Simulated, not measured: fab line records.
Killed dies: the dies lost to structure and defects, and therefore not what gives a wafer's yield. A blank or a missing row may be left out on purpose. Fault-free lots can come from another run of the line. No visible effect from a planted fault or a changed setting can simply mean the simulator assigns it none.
A lot that was struck, set against a sound lot :: flow n5 finfet :: 15 steps out of a route of 1938
Sound: these wafers, L107.3, L107.4, L107.6. Struck: wafers L120.2, L120.4. (L120.6 of the same lot was not struck and is left out.) The cause comes at the end.
Per side, at each step with rows, come the tool, then ch with its chambers, and then its first start. Under that, the readings that differ: sound wafers :: struck wafers :: difference of the means :: sigmas: that difference in standard deviations of wafers without a fault.
alike: a reading whose means differ by less than 2 such deviations, as well as words and numbers matching on both sides. not compared: withheld readings; readings where some wafer has no value; bounds like >300 that might hide an equal value; numbers whose values overlap and for which the record gives no deviation.
Wherever a step has rows on one side only, a row that says differs or no value, or a row with sigmas, the two part there. Non-overlapping numbers with no deviation appear without sigmas and do not part them. Lack of a reading on every wafer of one side parts them only where that side has two or more wafers.

N5_BEOL_M6_STRIP_80: strips in N2/H2, time 10 s.
  sound: rie diel-06 ch 2,3; struck: rie diel-03 ch 1,2
reading: showerhead plenum p Torr (Torr)
sound: 2.49 2.50 2.58
struck: 2.71 2.58
difference: +0.12
sigmas: +2

reading: throttle valve pct (%)
sound: 24.0 24.0 24.0
struck: 23.7 23.0
difference: -0.6
sigmas: -2
  alike: drypump motor current A, oes product au, rf vpp V
  not compared: rf hours counter h
N5_BEOL_M6_OCD_MEAS_38:
  sound: ocd-02 at day 10 07:47; struck: ocd-02 at day 13 11:13
  alike: trench depth nm
then, 4 steps without rows for these wafers: N5_BEOL_M6_HM_STRIP_39 (strips TiN in peroxide tin strip, target depth 25 nm, time 158 s); N5_BEOL_M6_SRD_40 (time 30 s); N5_BEOL_M6_PRECLEAN_42 (cleans in residue remover, time 60 s); N5_BEOL_M6_SRD_43 (time 30 s).
N5_BEOL_M6_CD_MEAS_35: target cd 40 nm, target cd y 28 nm.
  sound: cd sem-01 at day 10 07:56; struck: cd sem-01 at day 13 11:22
  alike: cd nm
N5_BEOL_M6_CURE_75: cures SiCOH lowk, time 120 s.
  sound on uv cure-01 ch 2, day 10 08:04; struck on uv cure-02 ch 2, day 13 11:31
  alike: lamp power pct, wafer_temp_C_max
N5_BEOL_M6_DEGAS_44: time 60 s.
  sound: pvd sputter-01 at day 10 08:26; struck: pvd sputter-02 at day 13 12:05
  alike: heater power w
then, 1 step without rows for these wafers: N5_BEOL_M6_PRE_CLEAN_45 (time 30 s).
N5_BEOL_M6_ALD_77: deposits TaN, target thk 2 nm, pulse time 2 s, purge time 3 s.
  sound on ald metal-03 ch 0,1,2, day 10 08:37; struck on ald metal-04 ch 0,1, day 13 12:13
  alike: heater power outer w, heater power w
after that, 1 step had no rows for these wafers: N5_BEOL_M6_SURFACE_TREAT_79.
N5_BEOL_M6_CVD_78: deposits Co from CCTBA/H2, target thk 2 nm, time 142.3 s.
  sound on cvd co-02 ch 0,1,2, day 10 09:02; struck on cvd co-02 ch 2, day 13 12:34
reading: run length s (s)
sound: 165.5 165.3 165.5
struck: 107.8 107.7
difference: -57.7
sigmas: -99 or more
N5_BEOL_M6_SPUTTER_48: material Cu, target thk 10 nm, time 1.667 s.
  sound: pvd sputter-03 at day 10 09:11; struck: pvd sputter-03 at day 13 12:41
  alike: bias v, throttle valve pct
N5_PASSIVATION_PROBE_49:
  sound wafers here have rows in the record (prober-01, day 14 07:29); struck ones have none

## WHERE THEY PART
Earliest at N5_BEOL_M6_STRIP_80; latest, in this record, at N5_PASSIVATION_PROBE_49.

WHY: what had been put in by the simulator
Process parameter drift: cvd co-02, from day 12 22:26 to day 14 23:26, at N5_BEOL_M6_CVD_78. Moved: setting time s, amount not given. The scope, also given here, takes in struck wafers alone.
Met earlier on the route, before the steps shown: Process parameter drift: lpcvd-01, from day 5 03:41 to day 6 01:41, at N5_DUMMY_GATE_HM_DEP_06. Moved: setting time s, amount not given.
